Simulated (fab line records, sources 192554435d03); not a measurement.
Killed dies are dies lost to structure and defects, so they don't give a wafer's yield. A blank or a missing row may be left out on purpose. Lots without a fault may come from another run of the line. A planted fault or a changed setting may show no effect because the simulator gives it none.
fab line records | flow n5_finfet
record lots=5 wafers=15 last_day=18
route steps=1938 shown MIM_BOT_LITHO@1854 MIM_BOT_ETCH@1866
lots that met no fault: from a run of the same line without faults
start_h: hours from the record's first day to the start of the lot's first wafer shown | wait_h: hours since the lot's step before | " the same as in the row above | L1.1+2: a row that stands for several wafers | - no value, or no start given | * or withheld: withheld | < > ~ a bound
route shown NAME@n: a module of which the file shows steps, and the number in the route of the first | usual: mean/standard deviation of fault-free wafers | same: alike in all rows | chamber/n: place in a boat | sites: the reading at each site | _std_site: their standard deviation | _edge_site: outer sites' mean less inner sites' | radius_mm: how far each site lies from the wafer's centre | mask NAME#n: copy n | behind: the tool/chamber that last shaped the wafer | hold: why the lot was held/for how many hours/how that ended | device: the transistor (n, p or np) that didn't switch | end of line: the same wafers' tests at the end of the route | a step without rows: its recipe alone | killed: dies lost to structure and defects at the first sort, not the wafer's yield | map: a wafer's dies, x killed, . not, _ none there
set.NAME: the setting as run; set.NAME@STEP: as run at that earlier step | model.NAME: the simulator's own value behind a step, which no gauge read
lots at some steps of the route; a table a step, a row a wafer
services: from which hour (start_h, from the record's first day; less than 0 if before it) a tool's chamber was out of use, for how many hours, and why
## steps
# step N5_MIM_BOT_LITHO_HMDS_01
# recipe time_s=60 temp_c=120
# step N5_MIM_BOT_LITHO_COAT_02
# recipe spin_rpm=* resist_thk_nm=*
# step N5_MIM_BOT_LITHO_EBR_04
# recipe solvent=PGMEA ebr_width_mm=1.5
# step N5_MIM_BOT_LITHO_SOFTBAKE_03
# recipe temp_c=100 time_s=90
# step N5_MIM_BOT_LITHO_EXPOSE_05
# recipe mask_id=MIM_BOT na=0.55 source_shape=conventional sigma_outer=0.8 polarization=unpolarized dose_mj=24.25
# step N5_MIM_BOT_LITHO_PEB_06
# recipe peb_temp_c=withheld peb_time_s=*
# step N5_MIM_BOT_LITHO_DEVELOP_07
# recipe develop_time_s=60 rinse_liquid=diw dry=air_spin dev_temp_c=21
# step N5_MIM_BOT_LITHO_HARDBAKE_09
# recipe temp_c=130 time_s=120
# step N5_MIM_BOT_LITHO_CD_MEAS_08
# recipe target_cd_nm=3000 landing_energy_ev=500 detector=se_inlens polarity=opening
# usual cd_nm=2999.0/1.7
# columns lot.wafer tool chamber start_h wait_h cd_nm
L205.1 cd_sem-02 0 273.75 - 2999.9
L205.3 " 0 " " 2998.8
L205.4 " 0 " " 3001.2
L208.3 cd_sem-03 0 304.48 - 2999.7
L208.4 " 0 " " 3000.0
L208.6 " 0 " " 3000.8
L222.1 cd_sem-02 0 376.63 - 2997.2
L222.3 " 0 " " 2993.1
L222.5 " 0 " " 2997.3
L224.2 cd_sem-01 0 412.19 - 2999.0
L224.4 " 0 " " 3000.1
L224.5 " 0 " " 2999.3
L226.2 cd_sem-03 0 416.99 - 2996.0
L226.4 " 0 " " 2997.8
L226.5 " 0 " " 3000.4
# step N5_MIM_BOT_LITHO_OVL_MEAS_11
# recipe points_per_wafer=44
# usual MIM_BOT_OVL=-4/6.8
# columns lot.wafer tool chamber start_h wait_h MIM_BOT_OVL[nm]
L205.1 overlay-02 0 273.78 0.0 -10
L205.3 " 0 " " -10
L205.4 " 0 " " -9
L208.3 overlay-01 0 304.50 0.0 1
L208.4 " 0 " " 1
L208.6 " 0 " " 0
L222.1 overlay-02 0 376.66 0.0 -9
L222.3 " 0 " " -10
L222.5 " 0 " " -9
L224.2 overlay-01 0 412.21 0.0 -20
L224.4 " 0 " " -14
L224.5 " 0 " " -9
L226.2 overlay-02 0 417.02 0.0 1
L226.4 " 0 " " 8
L226.5 " 0 " " -6
# step N5_MIM_BOT_LITHO_INSPECT_12
# recipe mode=adi inspect_instrument=macro
# usual raw_defect_count=2.1/1.6
# columns lot.wafer tool chamber start_h wait_h raw_defect_count
L205.1 defect_inspect-02 - 273.80 0.0 0
L205.3 " - " " 5
L205.4 " - " " 2
L208.3 defect_inspect-01 - 304.53 0.0 2
L208.4 " - " " 1
L208.6 " - " " 2
L222.1 defect_inspect-01 - 376.68 0.0 5
L222.3 " - " " 3
L222.5 " - " " 5
L224.2 defect_inspect-02 - 412.24 0.0 0
L224.4 " - " " 2
L224.5 " - " " 1
L226.2 defect_inspect-01 - 417.05 0.0 4
L226.4 " - " " 1
L226.5 " - " " 2
# step N5_MIM_BOT_LITHO_DESCUM_10
# recipe chemistry=O2 time_s=7.9 source_power_w=50 bias_power_w=20 pressure_mtorr=20 rf_frequency_hz=2.712e+07 temp_c=40 o2_flow_sccm=225
# usual drypump_motor_current_A=5.7/0.44 oes_product_au=0.82/0.074 rf_vpp_V=243.1/1.2 showerhead_plenum_p_Torr=2.10/0.073 throttle_valve_pct=20.28/0.19
# columns lot.wafer tool chamber start_h wait_h drypump_motor_current_A oes_product_au rf_hours_counter_h rf_vpp_V showerhead_plenum_p_Torr throttle_valve_pct
L205.1 rie_diel-04 0 273.83 0.0 5.2 0.87 29 242.3 2.03 19.81
L205.3 " 2 " " 5.7 0.97 15 241.3 2.03 20.15
L205.4 " 1 " " 5.3 0.83 74 244.3 2.12 20.29
L208.3 rie_diel-02 2 304.56 0.0 6.2 0.77 118 244.0 2.19 20.30
L208.4 " 1 " " 5.2 0.82 95 242.6 2.11 20.32
L208.6 " 1 " " 5.2 0.81 - 243.7 2.11 20.31
L222.1 rie_diel-04 2 376.72 0.0 5.8 0.89 54 243.4 2.02 20.20
L222.3 " 1 " " 5.4 0.80 111 243.9 2.11 20.35
L222.5 " 3 " " 6.4 1.00 - 243.5 2.15 20.14
L224.2 rie_diel-02 2 412.27 0.0 6.2 0.74 155 244.5 2.18 20.36
L224.4 " 3 " " 5.7 0.79 96 243.4 2.10 20.14
L224.5 " 2 " " 6.2 0.75 - 244.5 2.18 20.34
L226.2 rie_diel-05 1 417.15 0.1 5.6 0.76 127 242.6 2.01 20.55
L226.4 " 2 " " 6.5 0.86 61 243.3 2.12 20.45
L226.5 " 3 " " 5.2 0.78 - 245.7 2.19 20.38
# step N5_MIM_BOT_ETCH_ETCH_04
# recipe chemistry=CF4/O2 target=SiNx target_depth_a=260 time_s=13 ion_energy_ev=100 pressure_mtorr=40 source_w=535 bias_w=49 Ar_flow_sccm=100 cf4_flow_sccm=100 O2_flow_sccm=10
# usual O2_flow_sccm=10.001/0.029 drypump_motor_current_A=5.7/0.44 oes_product_au=0.82/0.073 rf_vpp_V=242/5.2 showerhead_plenum_p_Torr=2.21/0.07 throttle_valve_pct=15.87/0.17
# columns lot.wafer tool chamber start_h wait_h O2_flow_sccm drypump_motor_current_A oes_product_au rf_hours_counter_h rf_vpp_V showerhead_plenum_p_Torr throttle_valve_pct model.etch.depth_nm
L205.1 rie_diel-04 0 273.90 0.0 10.063 5.3 0.87 29 251 2.17 15.50 25.98
L205.3 " 2 " " 10.020 5.8 0.98 15 242 2.16 15.79 26.79
L205.4 " 1 " " 10.055 5.4 0.84 74 243 2.22 15.80 26.52
L208.3 rie_diel-02 2 304.63 0.0 10.048 6.2 0.78 118 235 2.29 15.79 26.12
L208.4 " 1 " " 10.021 5.2 0.81 95 241 2.22 15.89 25.95
L208.6 " 1 " " 10.033 5.3 0.81 - 240 2.22 15.90 25.87
L222.1 rie_diel-04 2 376.79 0.0 9.981 5.7 0.91 54 243 2.15 15.86 27.13
L222.3 " 1 " " 10.036 5.4 0.80 111 244 2.21 15.89 26.67
L222.5 " 3 " " 10.029 6.5 0.90 - 242 2.25 15.60 22.11
L224.2 rie_diel-02 2 412.34 0.0 10.022 6.2 0.74 155 231 2.28 15.87 25.72
L224.4 " 3 " " 10.021 5.7 0.78 96 249 2.22 15.73 25.52
L224.5 " 2 " " 9.987 6.2 0.74 - 234 2.28 15.87 25.8
L226.2 rie_diel-05 1 417.21 0.0 10.033 5.6 0.77 127 239 2.13 16.11 26.2
L226.4 " 2 " " 10.042 6.5 0.85 61 236 2.25 16.07 26.15
L226.5 " 3 " " 9.986 5.2 0.78 - 242 2.32 16.05 25.67
# step N5_MIM_BOT_ETCH_ETCH_03
# recipe chemistry=Cl2/BCl3 target_depth_a=120 pressure_mtorr=8 icp_w=800 bias_w=100 Cl2_flow_sccm=20 bcl3_flow_sccm=80
# usual drypump_motor_current_A=5.97/0.28 oes_product_au=0.82/0.096 throttle_valve_pct=27.57/0.27
# columns lot.wafer tool chamber start_h wait_h drypump_motor_current_A oes_product_au rf_hours_counter_h throttle_valve_pct
L205.1 rie_metal-01 0 273.99 0.1 6.27 0.76 44 27.31
L205.3 " 1 " " 6.17 0.92 - 27.58
L205.4 " 0 " " 6.25 0.76 - 27.32
L208.3 rie_metal-03 1 304.75 0.1 5.99 0.76 - 27.63
L208.4 " 0 " " 6.13 0.95 - 27.27
L208.6 " 0 " " 6.15 0.95 - 27.25
L222.1 rie_metal-03 0 376.88 0.1 6.14 0.89 7 27.28
L222.3 " 0 " " 6.13 0.90 - 27.26
L222.5 " 1 " " 5.96 0.75 - 27.65
L224.2 rie_metal-01 0 412.43 0.1 6.26 0.71 58 27.32
L224.4 " 1 " " 6.17 0.85 - 27.59
L224.5 " 0 " " 6.26 0.71 - 27.34
L226.2 rie_metal-02 0 417.30 0.1 5.76 0.86 16 28.11
L226.4 " 1 " " 5.45 0.87 - 27.59
L226.5 " 1 " " 5.46 0.88 - 27.59
## services
# columns tool chamber start_h hours kind
rie_metal-03 0 255.44 - clean
rie_metal-03 0 255.44 26.1 scheduled_down
rie_metal-03 0 255.44 26.1 vent_cycle
rie_metal-01 1 276.01 6.2 repair
rie_diel-04 3 302.35 11.0 repair
rie_metal-02 1 303.59 - clean
rie_metal-02 1 303.59 18.1 scheduled_down
rie_diel-05 - 312.36 2.8 pm
rie_metal-02 0 320.82 3.8 repair
rie_diel-04 3 329.41 - clean
rie_diel-04 3 329.41 - consumable_replace:focus_ring
rie_diel-04 3 329.41 35.7 scheduled_down
rie_diel-04 3 329.41 35.7 vent_cycle
rie_diel-04 - 337.78 6.8 repair
rie_diel-02 - 344.64 0.3 repair
rie_metal-03 - 350.73 2.8 pm
rie_diel-05 3 351.58 8.8 repair
rie_diel-02 0 354.63 - clean
rie_diel-02 0 354.63 - consumable_replace:focus_ring
rie_diel-02 0 354.63 - consumable_replace:showerhead
rie_diel-02 0 354.63 22.2 scheduled_down
rie_diel-02 0 354.63 22.2 vent_cycle
rie_diel-05 2 364.74 10.6 repair
rie_diel-04 - 406.79 0.3 repair
## key
first_sign none at tools or gauges
model_effect step=N5_MIM_BOT_ETCH_ETCH_04 value=etch.depth_nm without=26.34 struck=22.11
met_at N5_MIM_BOT_ETCH_ETCH_04
struck_wafers L222.5
fault kind=process_parameter_drift tool=rie_diel-04 chamber=3 onset_h=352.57 steps=N5_MIM_BOT_ETCH_ETCH_04 channel=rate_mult offset=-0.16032 shape=step end_h=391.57
